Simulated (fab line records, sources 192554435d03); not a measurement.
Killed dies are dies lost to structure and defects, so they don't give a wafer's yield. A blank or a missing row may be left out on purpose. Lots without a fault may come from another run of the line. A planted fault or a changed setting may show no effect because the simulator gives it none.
fab line records | flow n5_finfet
record lots=7 wafers=21
route steps=1938 shown BEOL_M1@754 BEOL_M2@841 BEOL_M3@974 BEOL_M4@1108 BEOL_M5@1112 BEOL_M6@1200
start_h: hours from the record's first day to the start of the lot's first wafer shown | wait_h: hours since the lot's step before | " the same as in the row above | L1.1+2: a row that stands for several wafers | - no value, or no start given | * or withheld: withheld | < > ~ a bound
route shown NAME@n: a module of which the file shows steps, and the number in the route of the first | usual: mean/standard deviation of fault-free wafers | same: alike in all rows | chamber/n: place in a boat | sites: the reading at each site | _std_site: their standard deviation | _edge_site: outer sites' mean less inner sites' | radius_mm: how far each site lies from the wafer's centre | mask NAME#n: copy n | behind: the tool/chamber that last shaped the wafer | hold: why the lot was held/for how many hours/how that ended | device: the transistor (n, p or np) that didn't switch | end of line: the same wafers' tests at the end of the route | a step without rows: its recipe alone | killed: dies lost to structure and defects at the first sort, not the wafer's yield | map: a wafer's dies, x killed, . not, _ none there
set.NAME: the setting as run; set.NAME@STEP: as run at that earlier step | model.NAME: the simulator's own value behind a step, which no gauge read
lots whose settings were changed on purpose; a table a step, a row a wafer
## steps
# step N5_BEOL_M1_HM_DEP_02
# recipe material=TiN target_thk_a=200 temp_c=25 chamber_pressure_pa=0.49996
# columns lot.wafer tool chamber start_h wait_h set.target_thk_a model.TiN_of_BEOL_M1_HM_DEP_02.thk_nm
L080.1 pvd_sputter-01 - 157.53 3.0 209.7 21
L080.2 " - " " 200 20
L080.5 " - " " 209.7 21.2
L087.1+2 pvd_sputter-01 - 197.91 1.1 192.7 19.2
L087.4 " - " " 192.7 19.4
L090.1 pvd_sputter-03 - 213.67 1.5 182.2 17.8
L090.5 " - " " 182.2 18
L090.6 " - " " 200 19.8
L091.1+5 pvd_sputter-02 - 226.75 2.1 212.1 21
L091.6 " - " " 200 20
L093.1+5 pvd_sputter-01 - 232.80 0.1 200 20.4
L093.2 " - " " 200 20.2
L095.1 pvd_sputter-03 - 243.21 0.4 209.3 21.2
L095.3 " - " " 209.3 20.8
L095.6 " - " " 200 20
L096.1 pvd_sputter-03 - 252.53 0.5 200 19.6
L096.3 " - " " 200 20.2
L096.6 " - " " 223.8 22.2
# step N5_BEOL_M1_COAT_73
# recipe resist=underlayer temp_c=205 time_s=60 spin_rpm=1500 resist_thk_nm=5
# columns lot.wafer tool chamber start_h wait_h set.temp_c
L080.1+2 litho_track-01 0 - - 205
L080.5 " 0 " " 202.3
L087.1 litho_track-02 0 - - 205
L087.2+4 " 0 " " 210.5
L090.1 litho_track-05 0 - - 205
L090.5+6 " 0 " " 208.4
L091.1 litho_track-01 0 - - 205
L091.5+6 " 0 " " 209.8
L093.1+2+5 litho_track-01 0 - - 205
L095.1 litho_track-02 0 - - 201.1
L095.3+6 " 0 " " 205
L096.1+3 litho_track-01 0 - - 211.5
L096.6 " 0 " " 205
# step N5_BEOL_M1_COAT_05
# recipe resist=CAR-EUV spin_rpm=1500 resist_thk_nm=30
# step N5_BEOL_M1_EBR_07
# recipe solvent=PGMEA ebr_width_mm=1.5
# step N5_BEOL_M1_STRIP_75
# recipe chemistry=N2/H2 temp_c=40 n2_flow_sccm=200 h2_flow_sccm=200 rf_frequency_hz=6e+07
# step N5_BEOL_M1_STRIP_66
# recipe chemistry=CF4 resist=SiARC power_w=300 bias_power_w=75 pressure_mtorr=50 cf4_flow_sccm=150 rf_frequency_hz=6e+07
# step N5_BEOL_M1_HM_OPEN_17
# recipe chemistry=Cl2/BCl3 target_depth_a=200 overetch_a=60 target=TiN mask_material=SOC ion_energy_ev=150 pressure_mtorr=10 icp_w=1000 bias_w=126 Cl2_flow_sccm=53.25 bcl3_flow_sccm=21.75 Ar_flow_sccm=25
# columns lot.wafer tool chamber start_h wait_h set.target_thk_a@BEOL_M1_HM_DEP_02 model.etch.depth_nm
L080.1 rie_metal-02 1 158.42 0.0 209.7 21.09
L080.2 " 0 " " 200 20.03
L080.5 " 0 " " 209.7 21.15
L087.1+2 rie_metal-02 0,1 198.81 0.0 192.7 19.11
L087.4 " 1 " " 192.7 19.42
L090.1 rie_metal-03 1 214.43 0.0 182.2 17.86
L090.5 " 1 " " 182.2 17.97
L090.6 " 0 " " 200 19.85
L091.1 rie_metal-01 1 227.63 0.0 212.1 20.91
L091.5 " 0 " " 212.1 21.04
L091.6 " 1 " " 200 20
L093.1 rie_metal-01 0 233.58 0.0 200 20.36
L093.2 " 1 " " 200 20.13
L093.5 " 1 " " 200 20.47
L095.1 rie_metal-03 0 243.98 0.0 209.3 21.17
L095.3 " 0 " " 209.3 20.73
L095.6 " 1 " " 200 19.95
L096.1 rie_metal-03 0 253.29 0.0 200 19.62
L096.3 " 0 " " 200 20.15
L096.6 " 1 " " 223.8 22.21
# step N5_BEOL_M1_STRIP_19
# recipe chemistry=O2 power_w=400 temp_c=40 pressure_mtorr=30 rf_frequency_hz=6e+07 bias_power_w=0 overash_fraction=0.2 o2_flow_sccm=225
# step N5_BEOL_M1_STRIP_83
# recipe chemistry=C4F6/O2 resist=SiARC rf_frequency_hz=6e+07
# step N5_BEOL_M1_STRIP_36
# recipe chemistry=N2/H2 power_w=450 temp_c=40 pressure_mtorr=20 rf_frequency_hz=6e+07 overash_fraction=0.3 bias_power_w=7 h2_frac=0.5 n2_flow_sccm=200 h2_flow_sccm=200
# step N5_BEOL_M1_TRENCH_ETCH_37
# recipe chemistry=C4F6/O2 target_depth_a=552.07 target=SiOC time_s=29 ion_energy_ev=250 pressure_mtorr=30 source_w=355 bias_w=185 Ar_flow_sccm=300 C4F6_flow_sccm=10 O2_flow_sccm=10
# columns lot.wafer tool chamber start_h wait_h set.target_thk_a@BEOL_M1_HM_DEP_02 model.TiN_of_BEOL_M1_HM_DEP_02.thk_nm
L080.1+5 rie_diel-03 0,3 - - 209.7 18.8
L080.2 " 2 " " 200 17.8
L087.1+2 rie_diel-05 3,1 - - 192.7 16.8
L087.4 " 2 " " 192.7 17
L090.1+5 rie_diel-04 3,0 - - 182.2 15.6
L090.6 " 3 " " 200 17.6
L091.1 rie_diel-04 1 - - 212.1 18.6
L091.5 " 2 " " 212.1 18.8
L091.6 " 1 " " 200 17.6
L093.1 rie_diel-04 1 - - 200 18
L093.2 " 2 " " 200 17.8
L093.5 " 2 " " 200 18.2
L095.1 rie_diel-04 1 - - 209.3 18.8
L095.3 " 3 " " 209.3 18.4
L095.6 " 2 " " 200 17.6
L096.1 rie_diel-04 2 - - 200 17.4
L096.3 " 3 " " 200 17.8
L096.6 " 3 " " 223.8 20
# step N5_BEOL_M2_ILD_DEP_00
# recipe material=SiOC target_thk_a=790 temp_c=350 precursor=DEMS/O2 pressure_torr=5 rf_w=500 time_s=15.3
# columns lot.wafer tool chamber start_h wait_h set.time_s model.SiOC_of_BEOL_M2_ILD_DEP_00.thk_nm
L080.1 pecvd-03 1 168.77 0.0 13.72 69.6
L080.2 " 2 " " 15.3 77.8
L080.5 " 1 " " 15.3 80.2
L087.1 pecvd-03 2 204.72 0.0 15.3 79.4
L087.2 " 0 " " 15.3 78
L087.4 " 0 " " 15.3 78.8
L090.1 pecvd-03 0 227.10 0.0 15.3 80
L090.5 " 0 " " 13.1 69.2
L090.6 " 1 " " 15.3 79.8
L091.1 pecvd-04 0 233.80 0.0 15.3 78.6
L091.5 " 0 " " 14.32 75
L091.6 " 1 " " 15.3 78
L093.1 pecvd-02 1 240.59 0.0 15.3 79
L093.2 " 2 " " 15.3 78.4
L093.5 " 2 " " 15.3 79.8
L095.1 pecvd-04 2 251.48 0.0 15.3 78.6
L095.3 " 1 " " 14.56 74.2
L095.6 " 1 " " 15.3 79.4
L096.1 pecvd-02 1 265.23 0.0 13.51 69.2
L096.3 " 2 " " 15.3 78.8
L096.6 " 2 " " 15.3 80.4
# step N5_BEOL_M2_THK_MEAS_01
# recipe reads=SiOC_of_BEOL_M2_ILD_DEP_00
# usual M2_ILD_THK=79.1/1.1
# columns lot.wafer tool chamber start_h wait_h set.time_s@BEOL_M2_ILD_DEP_00 M2_ILD_THK[nm]
L080.1 film_metro-01 - 168.84 0.0 13.72 69.6
L080.2 " - " " 15.3 77.8
L080.5 " - " " 15.3 80.1
L087.1 film_metro-01 - 204.79 0.0 15.3 79.4
L087.2 " - " " 15.3 78.0
L087.4 " - " " 15.3 78.8
L090.1 film_metro-01 - 227.17 0.0 15.3 80.0
L090.5 " - " " 13.1 69.2
L090.6 " - " " 15.3 79.8
L091.1 film_metro-01 - 233.88 0.1 15.3 78.6
L091.5 " - " " 14.32 75.1
L091.6 " - " " 15.3 78.0
L093.1 film_metro-01 - 240.66 0.0 15.3 78.9
L093.2 " - " " 15.3 78.5
L093.5 " - " " 15.3 79.8
L095.1 film_metro-01 - 251.55 0.0 15.3 78.6
L095.3 " - " " 14.56 74.2
L095.6 " - " " 15.3 79.4
L096.1 film_metro-01 - 265.30 0.0 13.51 69.2
L096.3 " - " " 15.3 78.7
L096.6 " - " " 15.3 80.3
# step N5_BEOL_M2_EXPOSE_25
# recipe mask_id=V1 na=0.33 source_shape=quasar sigma_inner=0.2 sigma_outer=0.8 polarization=unpolarized defocus_nm=5 dose_mj=63
# columns lot.wafer tool chamber start_h wait_h mask set.dose_mj
L080.1+2+5 euv_scanner-01 0 170.85 - V1#0 63
L087.1 euv_scanner-01 0 206.28 - V1#0 65.91
L087.2+4 " 0 " " V1#0 63
L090.1+5+6 euv_scanner-02 0 230.72 - V1#0 63
L091.1 euv_scanner-01 0 235.64 - V1#0 58.29
L091.5+6 " 0 " " V1#0 63
L093.1+2+5 euv_scanner-02 0 243.43 - V1#0 63
L095.1+3 euv_scanner-01 0 253.68 - V1#0 63
L095.6 " 0 " " V1#0 65.34
L096.1+6 euv_scanner-01 0 266.89 - V1#0 63
L096.3 " 0 " " V1#0 60.51
# step N5_BEOL_M2_PEB_26
# recipe peb_temp_c=100 peb_time_s=60 resist=CAR-EUV
# step N5_BEOL_M2_DEVELOP_27
# recipe develop_time_s=30 developer=TMAH resist=CAR-EUV rinse_liquid=surfactant_rinse dry=air_spin dev_temp_c=23
# step N5_BEOL_M2_CD_MEAS_28
# recipe target_cd_nm=26.2 landing_energy_ev=500 detector=se_inlens target_cd_y_nm=24.1 polarity=opening
# usual cd_nm=26.24/0.22
# columns lot.wafer tool chamber start_h wait_h set.dose_mj@BEOL_M2_EXPOSE_25 cd_nm
L080.1 cd_sem-03 0 171.00 - 63 26.56
L080.2 " 0 " " 63 26.01
L080.5 " 0 " " 63 26.45
L087.1 cd_sem-01 0 206.42 - 65.91 27.20
L087.2 " 0 " " 63 26.00
L087.4 " 0 " " 63 26.20
L090.1 cd_sem-02 0 230.86 - 63 26.31
L090.5 " 0 " " 63 26.36
L090.6 " 0 " " 63 26.08
L091.1 cd_sem-02 0 235.79 - 58.29 24.70
L091.5 " 0 " " 63 25.83
L091.6 " 0 " " 63 25.84
L093.1 cd_sem-02 0 243.58 - 63 26.42
L093.2 " 0 " " 63 26.42
L093.5 " 0 " " 63 26.11
L095.1 cd_sem-02 0 253.82 - 63 26.53
L095.3 " 0 " " 63 26.46
L095.6 " 0 " " 65.34 26.67
L096.1 cd_sem-01 0 267.04 - 63 26.48
L096.3 " 0 " " 60.51 25.83
L096.6 " 0 " " 63 26.44
# step N5_BEOL_M2_DESCUM_33
# recipe chemistry=O2 time_s=7 source_power_w=50 bias_power_w=20 pressure_mtorr=20 rf_frequency_hz=2.712e+07 temp_c=40 resist=CAR-EUV o2_flow_sccm=225
# columns lot.wafer tool chamber start_h wait_h set.time_s model.CAR-EUV_of_BEOL_M2_COAT_22.thk_nm
L080.1+2+5 rie_diel-01 0,1,2 171.12 0.0 7 26
L087.1+2+4 rie_diel-02 2,1,0 206.55 0.0 7 26
L090.1 rie_diel-01 2 232.44 1.5 7 26
L090.5 " 1 " " 7 26.2
L090.6 " 2 " " 7.647 25.8
L091.1 rie_diel-01 0 236.00 0.1 6.243 26.4
L091.5 " 0 " " 7 26.2
L091.6 " 3 " " 6.243 26.6
L093.1+2+5 rie_diel-06 0,2,3 243.70 0.0 7 26
L095.1 rie_diel-01 2 253.95 0.0 7 26
L095.3+6 " 1,0 " " 8.232 25.4
L096.1+6 rie_diel-01 2,1 267.46 0.3 7.668 25.6
L096.3 " 1 " " 7 26
# step N5_BEOL_M2_ETCH_77
# recipe chemistry=N2/H2 target=underlayer target_depth_a=65 mask_material=CAR-EUV time_s=5.2 ion_energy_ev=200 pressure_mtorr=30 source_w=840 bias_w=150 n2_flow_sccm=200 h2_flow_sccm=200 ends=cleared
# columns lot.wafer tool chamber start_h wait_h set.time_s@BEOL_M2_DESCUM_33 model.CAR-EUV_of_BEOL_M2_COAT_22.thk_nm
L080.1+2+5 rie_diel-01 0,1,2 171.16 0.0 7 20.2
L087.1 rie_diel-02 2 206.58 0.0 7 20.4
L087.2+4 " 1,0 " " 7 20.2
L090.1+5 rie_diel-01 2,1 232.47 0.0 7 20.4
L090.6 " 2 " " 7.647 20
L091.1 rie_diel-01 0 236.04 0.0 6.243 20.6
L091.5 " 0 " " 7 20.4
L091.6 " 3 " " 6.243 20.8
L093.1+2+5 rie_diel-06 0,2,3 243.73 0.0 7 20.2
L095.1 rie_diel-01 2 253.98 0.0 7 20.2
L095.3 " 1 " " 8.232 19.8
L095.6 " 0 " " 8.232 19.6
L096.1+6 rie_diel-01 2,1 267.50 0.0 7.668 20
L096.3 " 1 " " 7 20.2
# step N5_BEOL_M2_ETCH_69
# recipe chemistry=CF4 target=SiARC target_depth_a=156 mask_material=CAR-EUV time_s=26 ion_energy_ev=80 pressure_mtorr=40 source_w=545 bias_w=36 Ar_flow_sccm=100 cf4_flow_sccm=100 ends=cleared
# step N5_BEOL_M2_ALD_98
# recipe material=SiO2 target_thk_a=25 temp_c=100 ald_precursor_family=BDEAS ald_co_reactant=O2-plasma pulse_time_s=1 co_reactant_pulse_time_s=1 purge_time_s=2 co_reactant_purge_time_s=2 ald_cycles=17 pressure_torr=2
# step N5_BEOL_M2_ETCHBACK_99
# recipe chemistry=CHF3 target=SiO2 target_depth_a=50 time_s=10.4 source_w=215 bias_w=47 Ar_flow_sccm=200 CHF3_flow_sccm=12 ion_energy_ev=100 pressure_mtorr=30
# columns lot.wafer tool chamber start_h wait_h set.time_s@BEOL_M2_DESCUM_33 model.CAR-EUV_of_BEOL_M2_COAT_22.thk_nm
L080.1+2+5 rie_diel-02 3,0,3 172.59 1.3 7 10.2
L087.1+4 rie_diel-01 0,3 210.39 3.6 7 10.4
L087.2 " 2 " " 7 10.2
L090.1+5 rie_diel-02 3,2 232.75 0.1 7 10.4
L090.6 " 3 " " 7.647 10.2
L091.1 rie_diel-06 1 241.90 5.7 6.243 10.6
L091.5 " 0 " " 7 10.4
L091.6 " 3 " " 6.243 10.8
L093.1+2+5 rie_diel-06 3,1,3 253.72 9.7 7 10.2
L095.1 rie_diel-01 1 261.50 7.4 7 10.4
L095.3+6 " 0,1 " " 8.232 9.8
L096.1+6 rie_diel-06 3,1 267.80 0.2 7.668 10
L096.3 " 2 " " 7 10.4
# step N5_BEOL_M3_ETCH_70
# recipe chemistry=N2/H2 target=SOC target_depth_a=800 overetch_a=160 mask_material=SiARC temp_c=40 time_s=120 ion_energy_ev=200 pressure_mtorr=30 source_w=840 bias_w=150 n2_flow_sccm=200 h2_flow_sccm=200
# usual rf_vpp_V=524/3
# columns lot.wafer tool chamber start_h wait_h set.bias_w rf_vpp_V model.SiARC_of_BEOL_M3_COAT_68.thk_nm
L080.1 rie_diel-05 1 182.46 0.0 169.4 565 5.6
L080.2 " 3 " " 169.4 563 5.6
L080.5 " 1 " " 150 523 6.6
L087.1 rie_diel-04 2 226.35 0.0 150 529 6.8
L087.2 " 1 " " 131.8 481 7.4
L087.4 " 0 " " 131.8 480 7.2
L090.1 rie_diel-03 1 239.09 0.0 175.5 575 5.4
L090.5 " 3 " " 150 528 6.2
L090.6 " 0 " " 175.5 578 5
L091.1 rie_diel-05 2 255.64 0.0 141.6 509 7
L091.5 " 2 " " 141.6 509 7
L091.6 " 3 " " 150 519 6.6
L093.1 rie_diel-03 2 262.53 0.0 150 527 6.4
L093.2 " 3 " " 150 528 6.2
L093.5 " 1 " " 150 521 6.4
L095.1 rie_diel-03 0 271.87 0.0 150 524 6.2
L095.3 " 3 " " 150 527 6.2
L095.6 " 1 " " 150 521 6.4
L096.1 rie_diel-05 3 281.35 0.0 166.4 558 5.6
L096.3 " 2 " " 166.4 563 5.6
L096.6 " 0 " " 150 522 6.2
# step N5_BEOL_M4_DEP_57
# recipe material=SiCN target_thk_a=80 temp_c=withheld precursor=3MS/NH3 pressure_torr=3 rf_w=202 time_s=14
# columns lot.wafer tool chamber start_h wait_h set.time_s model.SiCN_of_BEOL_M4_DEP_57.thk_nm
L080.1 pecvd-02 2 197.79 0.0 14 8.2
L080.2+5 " 1,0 " " 14 8
L087.1+2 pecvd-02 1,0 242.00 0.0 14 8
L087.4 " 0 " " 13.27 7.6
L090.1+5+6 pecvd-01 1,1,0 262.70 0.0 14 7.8
L091.1+6 pecvd-03 2 269.25 0.0 14 7.8
L091.5 " 0 " " 12.06 7
L093.1+2 pecvd-03 2,1 275.58 0.0 14 7.8
L093.5 " 0 " " 14 8
L095.1 pecvd-02 2 288.02 0.0 13.19 7.8
L095.3 " 0 " " 13.19 7.4
L095.6 " 1 " " 14 8.2
L096.1+3 pecvd-01 1 296.40 0.1 12.86 7.2
L096.6 " 1 " " 14 7.8
# step N5_BEOL_M5_ILD_DEP_00
# recipe material=SiCOH_lowk target_thk_a=1406.4 temp_c=300 precursor=DEMS/porogen pressure_torr=5 rf_w=500 time_s=25.9
# columns lot.wafer tool chamber start_h wait_h set.time_s model.SiCOH_lowk_of_BEOL_M5_ILD_DEP_00.thk_nm
L080.1 pecvd-01 1 198.87 0.8 22.64 121.8
L080.2 " 0 " " 25.9 139.4
L080.5 " 1 " " 22.64 124.2
L087.1 pecvd-03 2 243.08 0.8 25.9 140.2
L087.2 " 1 " " 24.27 131.4
L087.4 " 1 " " 25.9 139
L090.1 pecvd-03 2 263.78 0.8 25.9 139.4
L090.5 " 0 " " 23.46 125.8
L090.6 " 2 " " 25.9 139
L091.1 pecvd-04 2 270.34 0.8 25.9 141.6
L091.5 " 1 " " 27.55 150.6
L091.6 " 2 " " 27.55 153
L093.1+5 pecvd-01 1 276.66 0.8 25.9 140.8
L093.2 " 2 " " 25.9 142
L095.1 pecvd-04 0 289.10 0.8 25.9 139
L095.3 " 2 " " 25.9 142.8
L095.6 " 0 " " 25.9 142.2
L096.1 pecvd-01 1 297.55 0.8 28.61 151.8
L096.3+6 " 1 " " 25.9 139.2
# step N5_BEOL_M5_CURE_79
# recipe temp_c=385 time_s=240 ambient=He/Ar material=SiCOH_lowk
# columns lot.wafer tool chamber start_h wait_h set.time_s@BEOL_M5_ILD_DEP_00 model.SiCOH_lowk_of_BEOL_M5_ILD_DEP_00.thk_nm
L080.1 uv_cure-03 0 198.93 0.0 22.64 104.8
L080.2 " 0 " " 25.9 120
L080.5 " 0 " " 22.64 106.8
L087.1 uv_cure-02 2 243.21 0.1 25.9 120.6
L087.2 " 2 " " 24.27 113
L087.4 " 2 " " 25.9 119.6
L090.1 uv_cure-02 1 263.84 0.0 25.9 119.8
L090.5 " 1 " " 23.46 108.2
L090.6 " 1 " " 25.9 119.6
L091.1 uv_cure-03 2 270.43 0.1 25.9 121.8
L091.5 " 2 " " 27.55 129.6
L091.6 " 2 " " 27.55 131.6
L093.1+5 uv_cure-02 1 276.74 0.1 25.9 121.2
L093.2 " 1 " " 25.9 122.2
L095.1 uv_cure-01 1 289.16 0.0 25.9 119.6
L095.3 " 1 " " 25.9 122.8
L095.6 " 1 " " 25.9 122.2
L096.1 uv_cure-03 1 297.69 0.1 28.61 130.8
L096.3 " 1 " " 25.9 119.8
L096.6 " 1 " " 25.9 119.6
# step N5_BEOL_M5_THK_MEAS_01
# recipe reads=SiCOH_lowk_of_BEOL_M5_ILD_DEP_00
# usual M5_ILD_THK=120.9/1.8
# columns lot.wafer tool chamber start_h wait_h set.time_s@BEOL_M5_ILD_DEP_00 M5_ILD_THK[nm]
L080.1 film_metro-02 - 199.45 0.4 22.64 104.7
L080.2 " - " " 25.9 120.0
L080.5 " - " " 22.64 106.8
L087.1 film_metro-02 - 243.73 0.4 25.9 120.4
L087.2 " - " " 24.27 113.1
L087.4 " - " " 25.9 119.6
L090.1 film_metro-02 - 264.36 0.4 25.9 119.8
L090.5 " - " " 23.46 108.1
L090.6 " - " " 25.9 119.5
L091.1 film_metro-02 - 270.94 0.4 25.9 121.9
L091.5 " - " " 27.55 129.6
L091.6 " - " " 27.55 131.7
L093.1 film_metro-02 - 277.25 0.4 25.9 121.1
L093.2 " - " " 25.9 122.1
L093.5 " - " " 25.9 121.2
L095.1 film_metro-02 - 289.67 0.4 25.9 119.6
L095.3 " - " " 25.9 122.7
L095.6 " - " " 25.9 122.2
L096.1 film_metro-02 - 298.20 0.4 28.61 130.8
L096.3 " - " " 25.9 119.8
L096.6 " - " " 25.9 119.7
# step N5_BEOL_M6_COAT_60
# recipe resist=SiARC temp_c=220 time_s=60 spin_rpm=1500 resist_thk_nm=35
# columns lot.wafer tool chamber start_h wait_h set.spin_rpm model.SiARC_of_BEOL_M6_COAT_60.thk_nm
L080.1+2 litho_track-02 0 - - 1500 35
L080.5 " 0 " " 1500 35.2
L087.1 litho_track-01 0 - - 1500 35
L087.2 " 0 " " 1500 34.8
L087.4 " 0 " " 1349 36.8
L090.1+5 litho_track-02 0 - - 1500 34.8
L090.6 " 0 " " 1396 36.2
L091.1 litho_track-01 0 - - 1500 34.8
L091.5+6 " 0 " " 1402 36.2
L093.1+2 litho_track-02 0 - - 1500 35
L093.5 " 0 " " 1500 34.8
L095.1 litho_track-01 0 - - 1653 33.2
L095.3 " 0 " " 1653 33.4
L095.6 " 0 " " 1500 35
L096.1 litho_track-02 0 - - 1500 35
L096.3 " 0 " " 1349 37
L096.6 " 0 " " 1349 36.8
## key
split step=N5_BEOL_M1_HM_DEP_02 setting=target_thk_a stated=200 by=wafer
response step=N5_BEOL_M1_HM_DEP_02 reading=model.TiN_of_BEOL_M1_HM_DEP_02.thk_nm change=+0.199 per=1% r=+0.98
response step=N5_BEOL_M1_HM_OPEN_17 reading=model.etch.depth_nm change=+0.201 per=1% r=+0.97
response step=N5_BEOL_M1_TRENCH_ETCH_37 reading=model.TiN_of_BEOL_M1_HM_DEP_02.thk_nm change=+0.207 per=1% r=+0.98
split step=N5_BEOL_M1_COAT_73 setting=temp_c stated=205 by=wafer
response none clear
split step=N5_BEOL_M2_ILD_DEP_00 setting=time_s stated=15.3 by=wafer
response step=N5_BEOL_M2_ILD_DEP_00 reading=model.SiOC_of_BEOL_M2_ILD_DEP_00.thk_nm change=+0.81 per=1% r=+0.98
response step=N5_BEOL_M2_THK_MEAS_01 reading=M2_ILD_THK change=+0.805 per=1% r=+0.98
split step=N5_BEOL_M2_EXPOSE_25 setting=dose_mj stated=63 by=wafer
response step=N5_BEOL_M2_CD_MEAS_28 reading=cd_nm change=+0.156 per=1% r=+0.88
split step=N5_BEOL_M2_DESCUM_33 setting=time_s stated=7 by=wafer
response step=N5_BEOL_M2_DESCUM_33 reading=model.CAR-EUV_of_BEOL_M2_COAT_22.thk_nm change=-0.0338 per=1% r=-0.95
response step=N5_BEOL_M2_ETCH_77 reading=model.CAR-EUV_of_BEOL_M2_COAT_22.thk_nm change=-0.0293 per=1% r=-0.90
response step=N5_BEOL_M2_ETCHBACK_99 reading=model.CAR-EUV_of_BEOL_M2_COAT_22.thk_nm change=-0.0323 per=1% r=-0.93
split step=N5_BEOL_M3_ETCH_70 setting=bias_w stated=150 by=wafer
response step=N5_BEOL_M3_ETCH_70 reading=rf_vpp_V change=+3.21 per=1% r=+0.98
response step=N5_BEOL_M3_ETCH_70 reading=model.SiARC_of_BEOL_M3_COAT_68.thk_nm change=-0.0594 per=1% r=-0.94
split step=N5_BEOL_M4_DEP_57 setting=time_s stated=14 by=wafer
response step=N5_BEOL_M4_DEP_57 reading=model.SiCN_of_BEOL_M4_DEP_57.thk_nm change=+0.0675 per=1% r=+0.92
split step=N5_BEOL_M5_ILD_DEP_00 setting=time_s stated=25.9 by=wafer
response step=N5_BEOL_M5_ILD_DEP_00 reading=model.SiCOH_lowk_of_BEOL_M5_ILD_DEP_00.thk_nm change=+1.33 per=1% r=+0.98
response step=N5_BEOL_M5_CURE_79 reading=model.SiCOH_lowk_of_BEOL_M5_ILD_DEP_00.thk_nm change=+1.15 per=1% r=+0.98
response step=N5_BEOL_M5_THK_MEAS_01 reading=M5_ILD_THK change=+1.15 per=1% r=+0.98
split step=N5_BEOL_M6_COAT_60 setting=spin_rpm stated=1500 by=wafer
response step=N5_BEOL_M6_COAT_60 reading=model.SiARC_of_BEOL_M6_COAT_60.thk_nm change=-0.187 per=1% r=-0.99
